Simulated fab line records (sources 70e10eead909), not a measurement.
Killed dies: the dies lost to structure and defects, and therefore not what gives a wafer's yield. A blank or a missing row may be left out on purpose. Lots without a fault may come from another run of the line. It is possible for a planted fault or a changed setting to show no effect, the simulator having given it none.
fab line records	flow nandHarc	part 1 of 2: steps 1 to 20 of 28
record: lots: 5	wafers: 15	lastDay: 29
route steps=1302 shown A_STAIRCASE@723
lots with no fault: from the same line, run without faults
startH: the number of hours between the record's first day and the start of the first shown wafer of the lot	waitH: time in hours since the lot's previous step	" repeats the value in the row above	L1.1+2: one row covering several wafers at once	- either no value or no given start	* or withheld: withheld	< > ~ a bound
route shown NAME@n: names a module that has steps shown in the file, with the first one's number in the route	usual: the fault-free wafers' mean and standard deviation	same: alike in all rows	chamber/n: place in a boat	sites: per-site readings	_std_site: standard deviation across them	_edge_site: the outer-site mean with the inner-site mean subtracted	radiusMm: how far each site lies from the wafer's centre	mask NAME#n: copy n	behind: the tool/chamber that last shaped the wafer	hold: why the lot was held/for how many hours/how that ended	device: which transistor (n, p or np) failed to switch	end of line: the route-end tests of the same wafers	step lacking rows: just its recipe	killed: dies that structure and defects cost at the first sort, which is not the same as the wafer's yield	map: shows each die of a wafer: x if killed, . if not, _ if none is there
set.NAME: the setting the step ran with; set.NAME@STEP: the setting that earlier step ran with	model.NAME: the simulator's own value behind a step, which no gauge read
certain route steps with their lots: each step a table, each wafer a row
services: when a tool's chamber went out of use (startH, in hours from the record's first day, below 0 if earlier), for how many hours, and the reason
== steps ==
step: NHARC_A_STAIRCASE_DEHYDRATE_209
recipe: tempC: 150	timeS: 120
lot.wafer	tool	chamber	startH	waitH
L074.3+4+5	lithoTrack-07	0	358.87	-
L078.3+4+5	lithoTrack-02	0	397.96	-
L080.3+4+5	lithoTrack-05	0	418.35	-
L084.2+3+6	lithoTrack-05	0	465.80	-
L085.1+4+5	lithoTrack-07	0	477.31	-
step: NHARC_A_STAIRCASE_HMDS_210
recipe: timeS: 30
lot.wafer	tool	chamber	startH	waitH
L074.3+4+5	lithoTrack-07	0	-	-
L078.3+4+5	lithoTrack-02	0	-	-
L080.3+4+5	lithoTrack-05	0	-	-
L084.2+3+6	lithoTrack-05	0	-	-
L085.1+4+5	lithoTrack-07	0	-	-
step: NHARC_A_STAIRCASE_COAT_211
recipe: spinRpm: 1200
usual: spinSpeedRpm: 1200.0/0.78
lot.wafer	tool	chamber	startH	waitH	spinSpeedRpm
L074.3	lithoTrack-07	0	-	-	1200.5
L074.4	"	0	"	"	1199.3
L074.5	"	0	"	"	1200.3
L078.3	lithoTrack-02	0	-	-	1200.0
L078.4	"	0	"	"	1199.9
L078.5	"	0	"	"	1199.9
L080.3	lithoTrack-05	0	-	-	1199.9
L080.4	"	0	"	"	1200.2
L080.5	"	0	"	"	1200.6
L084.2	lithoTrack-05	0	-	-	1199.5
L084.3	"	0	"	"	1200.3
L084.6	"	0	"	"	1200.0
L085.1	lithoTrack-07	0	-	-	1200.6
L085.4	"	0	"	"	1199.2
L085.5	"	0	"	"	1200.7
step: NHARC_A_STAIRCASE_SOFTBAKE_212
recipe: tempC: 135	timeS: 170
lot.wafer	tool	chamber	startH	waitH
L074.3+4+5	lithoTrack-07	0	-	-
L078.3+4+5	lithoTrack-02	0	-	-
L080.3+4+5	lithoTrack-05	0	-	-
L084.2+3+6	lithoTrack-05	0	-	-
L085.1+4+5	lithoTrack-07	0	-	-
step: NHARC_A_STAIRCASE_EBR_213
lot.wafer	tool	chamber	startH	waitH
L074.3+4+5	lithoTrack-07	0	-	-
L078.3+4+5	lithoTrack-02	0	-	-
L080.3+4+5	lithoTrack-05	0	-	-
L084.2+3+6	lithoTrack-05	0	-	-
L085.1+4+5	lithoTrack-07	0	-	-
step: NHARC_A_STAIRCASE_EXPOSE_214
recipe: na: 0.5	doseMj: 31.26	maskId: STAIR_3
same: na: 0.5
lot.wafer	tool	chamber	startH	waitH	mask
L074.3+4+5	krfScanner-02	0	359.21	-	STAIR_3#0
L078.3+4+5	krfScanner-01	0	398.31	-	STAIR_3#0
L080.3+4+5	krfScanner-01	0	418.70	-	STAIR_3#0
L084.2+3+6	krfScanner-01	0	466.14	-	STAIR_3#0
L085.1+4+5	krfScanner-01	0	477.52	-	STAIR_3#0
step: NHARC_A_STAIRCASE_PEB_215
recipe: pebTempC: 115	pebTimeS: 130
lot.wafer	tool	chamber	startH	waitH
L074.3+4+5	lithoTrack-05	0	359.26	0.1
L078.3+4+5	lithoTrack-07	0	398.36	0.1
L080.3+4+5	lithoTrack-07	0	418.75	0.1
L084.2+3+6	lithoTrack-02	0	466.20	0.1
L085.1+4+5	lithoTrack-02	0	477.59	0.1
step: NHARC_A_STAIRCASE_DEVELOP_216
recipe: timeS: 140
lot.wafer	tool	chamber	startH	waitH
L074.3+4+5	lithoTrack-05	0	-	-
L078.3+4+5	lithoTrack-07	0	-	-
L080.3+4+5	lithoTrack-07	0	-	-
L084.2+3+6	lithoTrack-02	0	-	-
L085.1+4+5	lithoTrack-02	0	-	-
step: NHARC_A_STAIRCASE_HARDBAKE_218
recipe: tempC: 120	timeS: 140
lot.wafer	tool	chamber	startH	waitH
L074.3+4+5	lithoTrack-05	0	359.49	-
L078.3+4+5	lithoTrack-05	0	398.59	-
L080.3+4+5	lithoTrack-05	0	418.98	-
L084.2+3+6	lithoTrack-05	0	466.42	-
L085.1+4+5	lithoTrack-02	0	477.81	-
step: NHARC_A_STAIRCASE_DESCUM_219
recipe: timeS: 3	o2FlowSccm: 200	arFlowSccm: 0	biasPowerW: 0	chemistry: O2
usual: drypumpMotorCurrentA: 5.8/0.47	mfcArSccm: 0.003/0.0057	oesProductAu: 1.004/0.017	rfVppV: 57.9/0.81	showerheadPlenumPTorr: 1.94/0.091	throttleValvePct: 11.311/0.0083
lot.wafer	tool	chamber	startH	waitH	drypumpMotorCurrentA	mfcArSccm	oesProductAu	rfHoursCounterH	rfVppV	showerheadPlenumPTorr	throttleValvePct
L074.4	rieDiel-08	3	359.57	-	5.1	0.000	1.016	54	56.6	1.97	11.306
L074.3	"	1	"	"	5.5	0	1.021	58	57.9	1.93	11.320
L074.5	"	3	"	"	5.1	0.000	1.020	-	57.3	1.97	11.306
L078.3	rieDiel-08	1	398.68	-	5.5	0	1.003	7	58.5	1.93	11.311
L078.4	"	3	"	"	5.1	0.000	0.988	7	58.5	1.96	11.312
L078.5	"	1	"	"	5.5	0	1.000	-	57.7	1.93	11.307
L080.3	rieDiel-08	0	419.08	-	6.0	0	1.000	12	57.2	2.07	11.331
L080.4	"	1	"	"	5.5	0	1.005	11	58.0	1.93	11.311
L080.5	"	3	"	"	5.1	0.000	0.984	-	57.3	1.96	11.305
L084.2	rieDiel-10	3	466.52	-	5.8	0	0.989	12	55.9	1.93	11.315
L084.3	"	0	"	"	5.0	0.000	1.000	12	57.4	2.05	11.312
L084.6	"	2	"	"	5.1	0.015	1.003	-	58.1	2.06	11.311
L085.1	rieDiel-06	0	477.91	-	6.1	0	1.025	51	57.4	1.85	11.302
L085.4	"	3	"	"	6.2	0.008	1.005	-	57.5	1.85	11.306
L085.5	"	1	"	"	5.6	0.015	0.993	-	57.2	1.81	11.314
step: NHARC_A_STAIRCASE_TRIM_220
recipe: timeS: 211.2	o2FlowSccm: 500	arFlowSccm: 0	biasW: 0	chemistry: O2
usual: drypumpMotorCurrentA: 5.8/0.48	mfcArSccm: 0.003/0.0056	oesProductAu: 1.003/0.015	rfVppV: 58.1/0.81	showerheadPlenumPTorr: 3.58/0.16	throttleValvePct: 17.036/0.0089
lot.wafer	tool	chamber	startH	waitH	drypumpMotorCurrentA	mfcArSccm	oesProductAu	rfHoursCounterH	rfVppV	showerheadPlenumPTorr	throttleValvePct
L074.4	rieDiel-08	2	359.66	0.1	6.3	0	0.996	48	58.2	3.55	17.036
L074.3	"	0	"	"	6.1	0	1.033	56	56.3	3.29	17.040
L074.5	"	2	"	"	6.3	0	1.001	-	59.2	3.55	17.038
L078.4	rieDiel-08	3	398.76	0.1	5.1	0.000	0.987	7	57.8	3.61	17.043
L078.3	"	2	"	"	6.3	0	1.030	8	58.4	3.54	17.038
L078.5	"	3	"	"	5.1	0.000	0.996	-	58.7	3.61	17.042
L080.4	rieDiel-08	0	419.16	0.1	6.1	0	1.009	12	58.9	3.80	17.041
L080.3	"	2	"	"	6.3	0	1.024	12	58.3	3.54	17.035
L080.5	"	0	"	"	6.1	0	1.013	-	58.7	3.80	17.025
L084.2	rieDiel-10	2	466.59	0.1	5.1	0.015	1.002	11	58.5	3.77	17.032
L084.3	"	1	"	"	5.6	0	0.996	11	57.1	3.73	17.008
L084.6	"	2	"	"	5.1	0.015	1.003	-	58.2	3.77	17.049
L085.1	rieDiel-06	3	478.00	0.1	6.2	0.008	1.011	61	57.6	3.42	17.026
L085.4	"	3	"	"	6.2	0.008	1.010	-	58.1	3.42	17.040
L085.5	"	1	"	"	5.5	0.015	0.996	-	56.8	3.36	17.039
step: NHARC_A_STAIRCASE_ETCH_221
recipe: targetDepthA: 1000	timeS: 40.5	ionEnergyEv: 400	c4f8FlowSccm: 20	o2FlowSccm: 10	arFlowSccm: withheld	rfW: 600	biasW: 1000	chemistry: C4F8/O2
usual: oesProductAu: 0.944/0.021	rfVppV: 898/5.6
lot.wafer	tool	chamber	startH	waitH	oesProductAu	rfHoursCounterH	rfVppV
L074.4	rieDiel-08	3	-	-	0.947	55	898
L074.3	"	0	"	"	0.982	56	887
L074.5	"	2	"	"	0.956	-	896
L078.3	rieDiel-08	1	-	-	0.966	7	897
L078.4	"	2	"	"	0.989	8	896
L078.5	"	3	"	"	0.940	-	898
L080.4	rieDiel-08	3	-	-	0.932	14	899
L080.3	"	1	"	"	0.962	11	897
L080.5	"	0	"	"	0.956	-	905
L084.2	rieDiel-10	3	-	-	0.934	12	896
L084.3	"	1	"	"	0.947	11	904
L084.6	"	3	"	"	0.946	-	896
L085.1	rieDiel-06	1	-	-	0.930	46	891
L085.5	"	3	"	"	0.945	-	891
L085.4	"	0	"	"	0.963	-	893
step: NHARC_A_STAIRCASE_TRIM_222
recipe: timeS: 211.2	o2FlowSccm: 500	arFlowSccm: 0	biasW: 0	chemistry: O2
usual: drypumpMotorCurrentA: 5.8/0.49	mfcArSccm: 0.003/0.0055	oesProductAu: 1.003/0.016	rfVppV: 57.9/0.99	showerheadPlenumPTorr: 3.58/0.15	throttleValvePct: 17.036/0.009
lot.wafer	tool	chamber	startH	waitH	drypumpMotorCurrentA	mfcArSccm	oesProductAu	rfHoursCounterH	rfVppV	showerheadPlenumPTorr	throttleValvePct
L074.3	rieDiel-08	0	-	-	6.1	0	1.031	56	57.8	3.29	17.036
L074.4	"	1	"	"	5.5	0	1.010	58	57.8	3.56	17.059
L074.5	"	3	"	"	5.1	0.000	0.997	-	58.7	3.62	17.024
L078.4	rieDiel-08	3	-	-	5.1	0.000	0.987	8	59.2	3.61	17.042
L078.3	"	1	"	"	5.5	0	1.000	7	58.3	3.56	17.037
L078.5	"	3	"	"	5.1	0.000	0.991	-	58.3	3.61	17.029
L080.4	rieDiel-08	2	-	-	6.4	0	1.020	12	57.3	3.54	17.036
L080.3	"	0	"	"	6.1	0	1.001	12	58.4	3.80	17.033
L080.5	"	2	"	"	6.3	0	1.022	-	58.2	3.54	17.018
L084.3	rieDiel-10	3	-	-	5.8	0	0.990	12	58.3	3.55	17.028
L084.2	"	0	"	"	5.0	0.000	0.997	12	59.1	3.77	17.042
L084.6	"	2	"	"	5.1	0.015	1.013	-	58.3	3.77	17.046
L085.1	rieDiel-06	1	-	-	5.6	0.015	0.982	46	58.5	3.36	17.040
L085.4	"	1	"	"	5.6	0.015	0.989	-	56.8	3.36	17.045
L085.5	"	0	"	"	6.1	0	1.012	-	56.6	3.43	17.049
step: NHARC_A_STAIRCASE_ETCH_223
recipe: targetDepthA: 1000	timeS: 40.5	ionEnergyEv: 400	c4f8FlowSccm: 20	o2FlowSccm: 10	arFlowSccm: withheld	rfW: 600	biasW: 1000	chemistry: C4F8/O2
usual: oesProductAu: 0.944/0.017	rfVppV: 898/5.8
lot.wafer	tool	chamber	startH	waitH	oesProductAu	rfHoursCounterH	rfVppV
L074.3	rieDiel-08	2	-	-	0.963	48	897
L074.4	"	0	"	"	0.967	56	889
L074.5	"	2	"	"	0.961	-	896
L078.3	rieDiel-08	2	-	-	0.967	8	896
L078.4	"	3	"	"	0.931	8	900
L078.5	"	2	"	"	0.963	-	897
L080.4	rieDiel-08	2	-	-	0.953	12	896
L080.3	"	3	"	"	0.932	14	900
L080.5	"	1	"	"	0.950	-	897
L084.2	rieDiel-10	3	-	-	0.936	12	896
L084.3	"	0	"	"	0.940	12	904
L084.6	"	2	"	"	0.945	-	907
L085.1	rieDiel-06	3	-	-	0.949	61	893
L085.4	"	1	"	"	0.938	-	890
L085.5	"	3	"	"	0.944	-	892
step: NHARC_A_STAIRCASE_TRIM_224
recipe: timeS: 211.2	o2FlowSccm: 500	arFlowSccm: 0	biasW: 0	chemistry: O2
usual: drypumpMotorCurrentA: 5.8/0.48	mfcArSccm: 0.003/0.0057	oesProductAu: 1.003/0.016	rfVppV: 57.9/0.95	showerheadPlenumPTorr: 3.58/0.16	throttleValvePct: 17.036/0.0099
lot.wafer	tool	chamber	startH	waitH	drypumpMotorCurrentA	mfcArSccm	oesProductAu	rfHoursCounterH	rfVppV	showerheadPlenumPTorr	throttleValvePct
L074.4	rieDiel-08	2	-	-	6.3	0	1.012	48	58.9	3.55	17.041
L074.3	"	3	"	"	5.1	0.000	1.010	55	57.9	3.62	17.042
L074.5	"	2	"	"	6.3	0	1.012	-	59.1	3.55	17.024
L078.3	rieDiel-08	2	-	-	6.3	0	1.029	8	55.8	3.55	17.031
L078.4	"	1	"	"	5.5	0	1.010	7	56.8	3.56	17.049
L078.5	"	3	"	"	5.1	0.000	1.008	-	56.6	3.61	17.051
L080.4	rieDiel-08	0	-	-	6.0	0	1.003	13	58.4	3.80	17.028
L080.3	"	1	"	"	5.5	0	1.015	11	57.9	3.56	17.037
L080.5	"	3	"	"	5.1	0.000	1.003	-	59.1	3.61	17.046
L084.2	rieDiel-10	0	-	-	5.0	0.000	0.991	12	58.0	3.77	17.029
L084.3	"	2	"	"	5.1	0.015	1.001	11	57.5	3.77	17.021
L084.6	"	0	"	"	5.0	0.000	0.984	-	58.2	3.77	17.035
L085.1	rieDiel-06	0	-	-	6.1	0	1.015	51	56.3	3.43	17.053
L085.5	"	0	"	"	6.1	0	1.025	-	58.1	3.43	17.045
L085.4	"	1	"	"	5.5	0.015	1.002	-	58.1	3.36	17.027
step: NHARC_A_STAIRCASE_ETCH_225
recipe: targetDepthA: 1000	timeS: 40.5	ionEnergyEv: 400	c4f8FlowSccm: 20	o2FlowSccm: 10	arFlowSccm: withheld	rfW: 600	biasW: 1000	chemistry: C4F8/O2
usual: oesProductAu: 0.943/0.017	rfVppV: 897/5.5
lot.wafer	tool	chamber	startH	waitH	oesProductAu	rfHoursCounterH	rfVppV
L074.4	rieDiel-08	1	-	-	0.969	58	898
L074.3	"	3	"	"	0.947	55	900
L074.5	"	1	"	"	0.975	-	898
L078.3	rieDiel-08	0	-	-	0.953	7	907
L078.4	"	2	"	"	0.970	8	896
L078.5	"	0	"	"	0.951	-	905
L080.3	rieDiel-08	3	-	-	0.937	14	899
L080.4	"	0	"	"	0.947	13	906
L080.5	"	0	"	"	0.943	-	905
L084.2	rieDiel-10	0	-	-	0.924	12	905
L084.3	"	2	"	"	0.935	12	905
L084.6	"	2	"	"	0.938	-	905
L085.1	rieDiel-06	3	-	-	0.952	62	891
L085.4	"	1	"	"	0.939	-	889
L085.5	"	3	"	"	0.950	-	893
step: NHARC_A_STAIRCASE_TRIM_226
recipe: timeS: 211.2	o2FlowSccm: 500	arFlowSccm: 0	biasW: 0	chemistry: O2
usual: drypumpMotorCurrentA: 5.8/0.48	mfcArSccm: 0.003/0.0058	oesProductAu: 1.004/0.015	rfVppV: 57.9/0.84	showerheadPlenumPTorr: 3.57/0.16	throttleValvePct: 17.036/0.0089
lot.wafer	tool	chamber	startH	waitH	drypumpMotorCurrentA	mfcArSccm	oesProductAu	rfHoursCounterH	rfVppV	showerheadPlenumPTorr	throttleValvePct
L074.3	rieDiel-08	2	-	-	6.3	0	1.001	49	58.0	3.55	17.031
L074.4	"	3	"	"	5.1	0.000	0.999	55	58.4	3.62	17.024
L074.5	"	0	"	"	6.0	0	1.028	-	57.5	3.29	17.041
L078.3	rieDiel-08	0	-	-	6.1	0	1.011	7	58.3	3.80	17.032
L078.4	"	1	"	"	5.5	0	1.000	7	58.7	3.56	17.052
L078.5	"	3	"	"	5.1	0.000	0.980	-	58.9	3.61	17.028
L080.3	rieDiel-08	2	-	-	6.3	0	1.012	12	58.3	3.54	17.041
L080.4	"	3	"	"	5.1	0.000	0.999	14	58.0	3.61	17.046
L080.5	"	1	"	"	5.5	0	1.008	-	59.1	3.56	17.036
L084.3	rieDiel-10	0	-	-	5.0	0.000	1.000	13	58.1	3.77	17.035
L084.2	"	2	"	"	5.1	0.015	1.005	12	57.3	3.77	17.026
L084.6	"	3	"	"	5.7	0	1.001	-	57.6	3.55	17.038
L085.1	rieDiel-06	3	-	-	6.2	0.008	1.009	62	57.1	3.42	17.045
L085.5	"	1	"	"	5.6	0.015	0.975	-	58.2	3.35	17.027
L085.4	"	3	"	"	6.2	0.008	1.010	-	59.7	3.42	17.050
step: NHARC_A_STAIRCASE_ETCH_227
recipe: targetDepthA: 1000	timeS: 40.5	ionEnergyEv: 400	c4f8FlowSccm: 20	o2FlowSccm: 10	arFlowSccm: withheld	rfW: 600	biasW: 1000	chemistry: C4F8/O2
usual: oesProductAu: 0.944/0.017	rfVppV: 897/5.5
lot.wafer	tool	chamber	startH	waitH	oesProductAu	rfHoursCounterH	rfVppV
L074.4	rieDiel-08	0	-	-	0.965	56	888
L074.3	"	1	"	"	0.968	58	898
L074.5	"	3	"	"	0.951	-	899
L078.4	rieDiel-08	3	-	-	0.942	8	899
L078.3	"	0	"	"	0.961	7	906
L078.5	"	2	"	"	0.968	-	897
L080.4	rieDiel-08	2	-	-	0.949	12	896
L080.3	"	1	"	"	0.939	11	896
L080.5	"	2	"	"	0.957	-	897
L084.3	rieDiel-10	2	-	-	0.942	12	903
L084.2	"	0	"	"	0.937	13	904
L084.6	"	2	"	"	0.943	-	905
L085.1	rieDiel-06	3	-	-	0.952	62	893
L085.5	"	1	"	"	0.937	-	890
L085.4	"	3	"	"	0.941	-	891
step: NHARC_A_STAIRCASE_TRIM_229
recipe: timeS: 211.2	o2FlowSccm: 500	arFlowSccm: 0	biasW: 0	chemistry: O2
usual: drypumpMotorCurrentA: 5.8/0.46	mfcArSccm: 0.004/0.0061	oesProductAu: 1.002/0.016	rfVppV: 57.8/0.87	showerheadPlenumPTorr: 3.57/0.16	throttleValvePct: 17.038/0.0094
lot.wafer	tool	chamber	startH	waitH	drypumpMotorCurrentA	mfcArSccm	oesProductAu	rfHoursCounterH	rfVppV	showerheadPlenumPTorr	throttleValvePct
L074.3	rieDiel-06	3	360.68	0.1	6.2	0.008	1.003	13	56.3	3.44	17.040
L074.4	"	1	"	"	5.6	0.015	0.986	10	57.0	3.37	17.029
L074.5	"	3	"	"	6.2	0.008	1.003	-	57.6	3.44	17.033
L078.4	rieDiel-06	2	399.80	0.1	6.4	0	1.005	31	58.2	3.79	17.045
L078.3	"	3	"	"	6.2	0.008	0.997	31	56.6	3.43	17.050
L078.5	"	1	"	"	5.6	0.015	0.989	-	55.9	3.37	17.015
L080.4	rieDiel-06	0	420.17	0.1	6.1	0	1.032	29	58.1	3.44	17.040
L080.3	"	2	"	"	6.3	0	1.007	35	58.5	3.79	17.036
L080.5	"	0	"	"	6.2	0	1.028	-	58.1	3.44	17.033
L084.2	rieDiel-06	2	468.01	0.1	6.4	0	1.005	56	58.9	3.78	17.043
L084.3	"	3	"	"	6.2	0.008	0.999	57	58.5	3.42	17.033
L084.6	"	0	"	"	6.2	0	1.021	-	56.9	3.43	17.034
L085.1	rieDiel-06	0	479.17	0.1	6.1	0	1.009	51	57.8	3.43	17.044
L085.5	"	0	"	"	6.2	0	1.022	-	56.9	3.43	17.044
L085.4	"	3	"	"	6.2	0.008	0.996	-	57.9	3.42	17.028
step: NHARC_A_STAIRCASE_ETCH_230
recipe: targetDepthA: 1000	timeS: 40.5	ionEnergyEv: 400	c4f8FlowSccm: 20	o2FlowSccm: 10	arFlowSccm: withheld	rfW: 600	biasW: 1000	chemistry: C4F8/O2
usual: oesProductAu: 0.953/0.018	rfVppV: 898/6
lot.wafer	tool	chamber	startH	waitH	oesProductAu	rfHoursCounterH	rfVppV
L074.3	rieDiel-06	3	-	-	0.949	13	893
L074.4	"	1	"	"	0.951	10	890
L074.5	"	2	"	"	0.964	-	904
L078.4	rieDiel-06	2	-	-	0.955	31	906
L078.3	"	1	"	"	0.948	24	891
L078.5	"	3	"	"	0.965	-	892
L080.3	rieDiel-06	0	-	-	0.960	29	892
L080.4	"	1	"	"	0.940	28	892
L080.5	"	2	"	"	0.947	-	903
L084.2	rieDiel-06	3	-	-	0.942	57	892
L084.3	"	2	"	"	0.948	56	904
L084.6	"	0	"	"	0.964	-	892
L085.1	rieDiel-06	1	-	-	0.925	46	889
L085.5	"	1	"	"	0.919	-	890
L085.4	"	3	"	"	0.932	-	892
